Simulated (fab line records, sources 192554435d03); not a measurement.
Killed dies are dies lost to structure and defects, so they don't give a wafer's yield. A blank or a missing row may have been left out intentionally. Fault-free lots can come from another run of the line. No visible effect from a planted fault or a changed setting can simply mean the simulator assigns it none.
Chamber matching | flow n5-finfet | N5_BEOL_M0_CO_CAP_123 on cvd-co-01: 3 sister chambers
The step material Co, precursor CCTBA/H2, target thk 2 nm, time 102.1 s. 3 wafers are shown with their chamber, then 11 later ones without.

EACH WAFER AND ITS CHAMBER
wafer  | chamber | heater-power-outer-w (W)
L089.2 | 1       | 127
L089.4 | 2       | 107
L090.2 | 0       | 130

WAFERS WITH NO CHAMBER GIVEN
wafer  | heater-power-outer-w (W)
L090.3 | 104
L090.5 | 133
L092.3 | 105
L092.5 | 106
L092.6 | 130
L095.2 | 132
L095.4 | 105
L095.6 | 128
L097.2 | 129
L097.3 | 104
L097.5 | 132

WHICH CHAMBER EACH ONE RAN IN
wafer  | from the rows above     | in truth
L090.3 | 2                       | 2
L090.5 | can't be placed: 0 or 1 | 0
L092.3 | 2                       | 2
L092.5 | 2                       | 2
L092.6 | can't be placed: 0 or 1 | 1
L095.2 | can't be placed: 0 or 1 | 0
L095.4 | 2                       | 2
L095.6 | can't be placed: 1 or 0 | 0
L097.2 | can't be placed: 0 or 1 | 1
L097.3 | 2                       | 2
L097.5 | can't be placed: 0 or 1 | 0
Correct placement for 5 of the 11. From these rows, 6 cannot be placed; in 6 the true chamber is one of the candidates. 0 placed wrongly.
How it was worked out, from the rows above alone: a wafer's distance from a chamber is the root of the sum, over the readings, of the square of ((its reading less the chamber's mean) divided by the reading's scatter). If the next closest chamber is less than 2 further off than the closest, the wafer can't be placed; otherwise it belongs to the closest. For every chamber, the mean is computed from those of its wafers that are shown. The scatter (one wafer shown for each chamber): square how far every hidden wafer sits from the nearest shown wafer, average those squares and take the square root.
